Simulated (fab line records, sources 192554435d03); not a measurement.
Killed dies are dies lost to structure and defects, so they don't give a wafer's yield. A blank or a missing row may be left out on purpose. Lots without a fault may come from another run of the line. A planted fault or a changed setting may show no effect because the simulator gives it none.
fab line records | flow n5_finfet
record lots=6 wafers=18 last_day=16
route steps=1938 shown BEOL_M9@1426
lots that met no fault: from a run of the same line without faults
start_h: hours from the record's first day to the start of the lot's first wafer shown | wait_h: hours since the lot's step before | " the same as in the row above | L1.1+2: a row that stands for several wafers | - no value, or no start given | * or withheld: withheld | < > ~ a bound
route shown NAME@n: a module of which the file shows steps, and the number in the route of the first | usual: mean/standard deviation of fault-free wafers | same: alike in all rows | chamber/n: place in a boat | sites: the reading at each site | _std_site: their standard deviation | _edge_site: outer sites' mean less inner sites' | radius_mm: how far each site lies from the wafer's centre | mask NAME#n: copy n | behind: the tool/chamber that last shaped the wafer | hold: why the lot was held/for how many hours/how that ended | device: the transistor (n, p or np) that didn't switch | end of line: the same wafers' tests at the end of the route | a step without rows: its recipe alone | killed: dies lost to structure and defects at the first sort, not the wafer's yield | map: a wafer's dies, x killed, . not, _ none there
set.NAME: the setting as run; set.NAME@STEP: as run at that earlier step | model.NAME: the simulator's own value behind a step, which no gauge read
lots at some steps of the route; a table a step, a row a wafer
services: from which hour (start_h, from the record's first day; less than 0 if before it) a tool's chamber was out of use, for how many hours, and why
## steps
# step N5_BEOL_M9_COAT_64
# recipe resist=SiARC temp_c=220 time_s=60 spin_rpm=1500 resist_thk_nm=12
# step N5_BEOL_M9_COAT_75
# recipe resist=underlayer temp_c=205 time_s=60 spin_rpm=1500 resist_thk_nm=5
# step N5_BEOL_M9_COAT_22
# recipe resist=CAR-EUV spin_rpm=1500 resist_thk_nm=30
# step N5_BEOL_M9_EBR_24
# recipe solvent=PGMEA ebr_width_mm=1.5
# step N5_BEOL_M9_SOFTBAKE_23
# recipe temp_c=110 time_s=60 resist=CAR-EUV
# step N5_BEOL_M9_EXPOSE_25
# recipe mask_id=V8 na=0.33 source_shape=annular sigma_inner=0.4 sigma_outer=0.8 polarization=unpolarized dose_mj=37.25
# step N5_BEOL_M9_PEB_26
# recipe peb_temp_c=100 peb_time_s=60 resist=CAR-EUV
# step N5_BEOL_M9_DEVELOP_27
# recipe develop_time_s=30 developer=TMAH resist=CAR-EUV rinse_liquid=surfactant_rinse dry=air_spin dev_temp_c=23
# step N5_BEOL_M9_CD_MEAS_28
# recipe target_cd_nm=70 landing_energy_ev=500 detector=se_inlens polarity=opening
# usual cd_nm=70.00/0.26
# same landing_energy_ev=500
# columns lot.wafer tool chamber start_h wait_h cd_nm
L431.2 cd_sem-01 0 212.40 - 70.27
L431.3 " 0 " " 70.36
L431.5 " 0 " " 70.69
L433.1 cd_sem-02 0 224.06 - 69.80
L433.4 " 0 " " 70.18
L433.6 " 0 " " 69.95
L440.3 cd_sem-02 0 265.96 - 70.26
L440.5 " 0 " " 69.83
L440.6 " 0 " " 70.02
L441.1 cd_sem-02 0 282.35 - 69.73
L441.2 " 0 " " 70.38
L441.6 " 0 " " 69.78
L448.3 cd_sem-02 0 308.99 - 69.73
L448.4 " 0 " " 69.70
L448.6 " 0 " " 69.70
L450.2 cd_sem-03 0 328.60 - 69.79
L450.3 " 0 " " 69.90
L450.6 " 0 " " 70.34
# step N5_BEOL_M9_OVL_MEAS_29
# recipe points_per_wafer=522
# usual V8_OVL=-0.3/0.58
# columns lot.wafer tool chamber start_h wait_h V8_OVL[nm]
L431.2 overlay-02 0 212.43 0.0 0.3
L431.3 " 0 " " 0.2
L431.5 " 0 " " -0.5
L433.1 overlay-02 0 224.09 0.0 0.3
L433.4 " 0 " " -0.2
L433.6 " 0 " " -0.5
L440.3 overlay-01 0 266.00 0.0 -0.8
L440.5 " 0 " " -0.9
L440.6 " 0 " " -1.4
L441.1 overlay-01 0 282.38 0.0 0.5
L441.2 " 0 " " -0.4
L441.6 " 0 " " -0.3
L448.3 overlay-02 0 309.03 0.0 0.6
L448.4 " 0 " " -0.3
L448.6 " 0 " " -0.2
L450.2 overlay-02 0 328.63 0.0 -0.2
L450.3 " 0 " " 0.0
L450.6 " 0 " " -0.1
# step N5_BEOL_M9_INSPECT_30
# recipe mode=adi inspect_instrument=brightfield
# usual raw_defect_count=464/110
# columns lot.wafer tool chamber start_h wait_h raw_defect_count
L431.2 defect_inspect-02 - 212.49 0.0 561
L431.3 " - " " 475
L431.5 " - " " 447
L433.1 defect_inspect-01 - 224.14 0.1 628
L433.4 " - " " 450
L433.6 " - " " 551
L440.3 defect_inspect-02 - 266.05 0.0 398
L440.5 " - " " 457
L440.6 " - " " 374
L441.1 defect_inspect-01 - 282.44 0.1 569
L441.2 " - " " 616
L441.6 " - " " 435
L448.3 defect_inspect-01 - 309.08 0.0 400
L448.4 " - " " 405
L448.6 " - " " 459
L450.2 defect_inspect-02 - 328.68 0.0 398
L450.3 " - " " 372
L450.6 " - " " 370
# step N5_BEOL_M9_DESCUM_33
# recipe chemistry=O2 time_s=7 source_power_w=50 bias_power_w=20 pressure_mtorr=20 rf_frequency_hz=2.712e+07 temp_c=40 resist=CAR-EUV o2_flow_sccm=225
# usual drypump_motor_current_A=5.9/0.45 oes_product_au=0.77/0.075 rf_vpp_V=243.6/1.1 showerhead_plenum_p_Torr=2.13/0.059 temp_c=39.99/0.12 throttle_valve_pct=20.38/0.18
# columns lot.wafer tool chamber start_h wait_h drypump_motor_current_A oes_product_au rf_hours_counter_h rf_vpp_V showerhead_plenum_p_Torr temp_c throttle_valve_pct
L431.2 rie_diel-03 2 212.52 0.0 4.9 0.89 21 242.3 2.03 40.11 20.10
L431.3 " 3 " " 5.9 0.71 187 244.6 2.17 40.09 20.69
L431.5 " 3 " " 6.0 0.71 - 243.1 2.17 40.00 20.69
L433.1 rie_diel-03 2 224.22 0.1 4.9 0.89 25 243.0 2.03 39.81 20.09
L433.4 " 0 " " 6.7 0.76 132 244.7 2.10 39.99 20.50
L433.6 " 3 " " 6.0 0.71 - 245.0 2.17 39.87 20.69
L440.3 rie_diel-01 2 266.08 0.0 5.7 0.71 222 244.5 2.16 40.04 20.15
L440.5 " 3 " " 6.3 0.72 - 244.2 2.08 40.15 20.51
L440.6 " 2 " " 5.7 0.70 - 244.2 2.16 39.99 20.17
L441.1 rie_diel-03 3 282.63 0.2 6.0 0.70 209 243.6 2.17 39.95 20.70
L441.2 " 2 " " 4.9 0.85 44 243.9 2.03 39.82 20.09
L441.6 " 2 " " 4.9 0.85 - 241.3 2.03 39.95 20.11
L448.3 rie_diel-01 3 309.23 0.2 6.3 0.71 228 241.9 2.08 39.98 20.52
L448.4 " 0 " " 5.8 0.85 - 243.9 2.10 39.75 20.29
L448.6 " 1 " " 5.9 0.83 - 245.1 2.23 39.93 20.43
L450.2 rie_diel-01 3 328.72 0.0 6.3 0.71 236 241.3 2.08 40.10 20.56
L450.3 " 3 " " 6.3 0.70 - 242.0 2.08 40.11 20.54
L450.6 " 3 " " 6.3 0.70 - 243.5 2.08 39.97 20.53
# step N5_BEOL_M9_ETCH_76
# recipe chemistry=N2/H2 target=underlayer target_depth_a=65 mask_material=CAR-EUV time_s=5.2 ion_energy_ev=200 pressure_mtorr=30 source_w=840 bias_w=150 n2_flow_sccm=200 h2_flow_sccm=200 ends=cleared
# usual drypump_motor_current_A=5.9/0.45 etch_rf_on_time_s=5.22/0.13 oes_product_au=0.65/0.066 rf_vpp_V=525.0/2.3 showerhead_plenum_p_Torr=2.58/0.063 throttle_valve_pct=17.80/0.19
# columns lot.wafer tool chamber start_h wait_h drypump_motor_current_A etch_rf_on_time_s oes_product_au rf_hours_counter_h rf_vpp_V showerhead_plenum_p_Torr throttle_valve_pct
L431.2 rie_diel-03 2 212.55 0.0 4.9 5.31 0.73 21 523.7 2.49 17.54
L431.3 " 3 " " 5.9 5.16 0.61 187 525.3 2.64 18.12
L431.5 " 3 " " 5.9 5.17 0.61 - 526.4 2.64 18.10
L433.1 rie_diel-03 2 224.25 0.0 4.9 5.27 0.75 25 522.7 2.49 17.55
L433.4 " 0 " " 6.8 5.31 0.63 132 524.2 2.56 18.04
L433.6 " 3 " " 5.9 5.13 0.60 - 526.0 2.63 18.10
L440.3 rie_diel-01 2 266.12 0.0 5.7 5.31 0.59 222 527.2 2.63 17.67
L440.5 " 3 " " 6.3 5.16 0.61 - 523.3 2.51 17.89
L440.6 " 2 " " 5.7 5.20 0.59 - 527.6 2.63 17.67
L441.1 rie_diel-03 3 282.67 0.0 6.0 5.23 0.60 209 524.0 2.63 18.13
L441.2 " 2 " " 4.9 5.35 0.70 44 523.6 2.48 17.55
L441.6 " 2 " " 4.9 5.35 0.69 - 523.1 2.48 17.59
L448.3 rie_diel-01 3 309.27 0.0 6.3 8.23 0.47 228 521.7 2.50 17.87
L448.4 " 0 " " 5.8 4.91 0.73 - 526.1 2.57 17.85
L448.6 " 1 " " 5.9 5.15 0.68 - 526.6 2.66 17.66
L450.2 rie_diel-01 3 328.77 0.0 6.3 5.21 0.59 236 523.2 2.50 17.91
L450.3 " 3 " " 6.4 8.22 0.47 - 521.9 2.50 17.89
L450.6 " 3 " " 6.4 5.20 0.60 - 519.8 2.50 17.91
# step N5_BEOL_M9_ETCH_65
# recipe chemistry=CF4 target=SiARC target_depth_a=156 mask_material=CAR-EUV time_s=26 ion_energy_ev=80 pressure_mtorr=40 source_w=545 bias_w=36 Ar_flow_sccm=100 cf4_flow_sccm=100 ends=cleared
# usual drypump_motor_current_A=5.9/0.45 etch_rf_on_time_s=26.0/0.6 oes_product_au=0.66/0.066 rf_vpp_V=184.4/1 showerhead_plenum_p_Torr=2.18/0.051 throttle_valve_pct=15.61/0.17
# columns lot.wafer tool chamber start_h wait_h drypump_motor_current_A etch_rf_on_time_s oes_product_au rf_hours_counter_h rf_vpp_V showerhead_plenum_p_Torr throttle_valve_pct
L431.2 rie_diel-03 2 212.57 0.0 4.9 26.3 0.75 21 183.8 2.11 15.41
L431.3 " 3 " " 5.9 25.9 0.61 187 185.6 2.20 15.76
L431.5 " 3 " " 5.9 26.1 0.61 - 185.1 2.20 15.75
L433.1 rie_diel-03 2 224.27 0.0 4.8 26.2 0.74 25 182.8 2.11 15.43
L433.4 " 0 " " 6.8 26.5 0.64 132 183.3 2.16 15.67
L433.6 " 3 " " 6.0 26.1 0.60 - 186.2 2.20 15.77
L440.3 rie_diel-01 2 266.13 0.0 5.7 26.1 0.59 222 185.0 2.19 15.37
L440.5 " 3 " " 6.3 25.7 0.61 - 184.7 2.13 15.76
L440.6 " 2 " " 5.7 26.2 0.60 - 184.5 2.19 15.38
L441.1 rie_diel-03 3 282.68 0.0 5.9 26.7 0.58 209 186.5 2.19 15.82
L441.2 " 2 " " 4.9 26.8 0.70 44 183.0 2.11 15.46
L441.6 " 2 " " 4.8 26.7 0.71 - 184.2 2.11 15.48
L448.3 rie_diel-01 3 309.28 0.0 6.3 25.9 0.60 228 182.9 2.12 15.76
L448.4 " 0 " " 5.8 24.9 0.73 - 184.0 2.18 15.68
L448.6 " 1 " " 5.9 25.9 0.69 - 184.5 2.26 15.56
L450.2 rie_diel-01 3 328.79 0.0 6.3 26.2 0.59 236 182.7 2.12 15.80
L450.3 " 3 " " 6.3 26.2 0.60 - 183.4 2.12 15.80
L450.6 " 3 " " 6.3 25.7 0.59 - 184.1 2.12 15.79
## services
# columns tool chamber start_h hours kind
rie_diel-03 1 193.13 8.5 repair
rie_diel-03 - 236.51 0.3 repair
rie_diel-03 0 253.64 2.0 repair
rie_diel-03 3 285.32 6.0 repair
rie_diel-01 - 290.73 2.8 pm
rie_diel-01 2 293.58 40.7 repair
rie_diel-01 1 326.23 2.7 repair
## key
first_sign step=N5_BEOL_M9_ETCH_76 reading=etch_rf_on_time_s direction=up sigmas=23 usual=* struck=*
effect none on later readings
met_at N5_BEOL_M9_ETCH_76
struck_wafers L448.3,L450.3
onset_between 266.12 309.27
fault kind=process_parameter_drift tool=rie_diel-01 chamber=- onset_h=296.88 steps=N5_BEOL_M9_ETCH_76 channel=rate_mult offset=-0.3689 shape=step end_h=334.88 scope=struck_wafers_only
